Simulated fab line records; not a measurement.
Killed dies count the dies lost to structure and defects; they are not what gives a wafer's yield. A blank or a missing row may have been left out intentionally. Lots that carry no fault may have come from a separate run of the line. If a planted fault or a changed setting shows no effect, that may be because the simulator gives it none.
8D (eight disciplines) problem report, filled in by code | flow n5Finfet | the parts of the form that need people (team, actions taken, sign-off) are left out

1. THE ISSUE
At N5_PASSIVATION_PROBE_49, killedAtFrontEnd averages 121 over 6 wafers from 2 lots, while fault-free wafers read 36, standard deviation 12. That is +7.1 standard deviations from the usual mean.
First seen on wafer L579.4, day 17 05:10, on prober-01. At this step, 27 wafers from 9 lots have a number in the record. The rule behind "out" and "out of limits": a value lying over 4 standard deviations away from the usual mean. All remaining wafers that have a number are taken as sound.

2. WHAT IT IS; WHAT IT IS NOT
question                    | is                     | is not
which readings at this step | killedAtFrontEnd       | killed_at_M0_to_M3, killed_at_M4_up, killedAtContacts, killedAtOther, killedOpen, killedShort, sort_bin_4_leakage, sort_bin_6_memory, sort_bin_8_speed
which lots                  | L579, L580             | L566, L568, L573, L581, L583, L585, L586
which wafers of those lots  | all that have a number | -
read on which tools         | prober-01, prober-02   | -
when                        | from day 17 05:10      | up to then (9 sound wafers); but 12 sound wafers of L581, L583, L585, L586 came after

3. WHAT RULES OUT EACH SUSPECT
Counting: any tool at a process step up to the reading is kept as a suspect provided that every lot that is out went through it and no sound lot did after the first of them.
- rieDiel-06 at N5_GATE_CUT_STRIP_41 (strips in CF4): kept. Every lot that is out went through it, starting with L579 (day 7 20:19), and after that it ran no sound lot; the last sound lot it ran before then is L573 (day 6 07:24).
The count leaves rieDiel-06 at N5_GATE_CUT_STRIP_41.

4. THE CAUSE (what the simulator had put in)
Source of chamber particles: rieDiel-06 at N5_GATE_CUT_STRIP_41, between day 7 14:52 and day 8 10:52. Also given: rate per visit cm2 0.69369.
Only this tool survived the counting.

5. THE CHAIN OF EFFECTS, in route order
Rows list readings where the struck wafers' mean (over those with a number) sits beyond 3 standard deviations from the usual. Readings are gone through only where the record gives a usual standard deviation; hours: the median, over the lots, of the time from a lot's start at the first step in this table giving one to that lot's start at this step; sigmas: the change measured in usual standard deviations.
hours | step                    | reading             | usual  | on struck wafers | change | sigmas
0     | N5_PASSIVATION_PROBE_49 | defectLimitedYield  | 91.6 % | 84.8             | -6.8   | -4.8
0     | N5_PASSIVATION_PROBE_49 | killedAtFrontEnd    | 36     | 121              | +85    | +7.1
0     | N5_PASSIVATION_PROBE_49 | killedDies          | 100    | 179              | +79    | +4.6
0     | N5_PASSIVATION_PROBE_49 | sort_bin_5_function | 5.0 %  | 9.6              | +4.6   | +4.9
0     | N5_PASSIVATION_PROBE_49 | sortNPass           | 1080   | 1001             | -79    | -4.6
0     | N5_PASSIVATION_PROBE_49 | sortYieldPct        | 91.6 % | 84.8             | -6.8   | -4.8
Here are the process steps it includes:
- N5_PASSIVATION_PROBE_49

6. HOW IT WOULD HAVE BEEN CAUGHT EARLIER
In this record no reading fell out of limits until day 17 05:10, 230 hours after the fault had begun at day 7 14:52.
Of the tool readings at N5_GATE_CUT_STRIP_41 for which the record gives a usual standard deviation, none was out on any struck wafer, so an alarm limit of 4 standard deviations on them would not have fired.
Lots out: 2; all had begun N5_GATE_CUT_STRIP_41 on rieDiel-06 by day 17 05:10. None of them would have been spared by holding the tool at that moment.
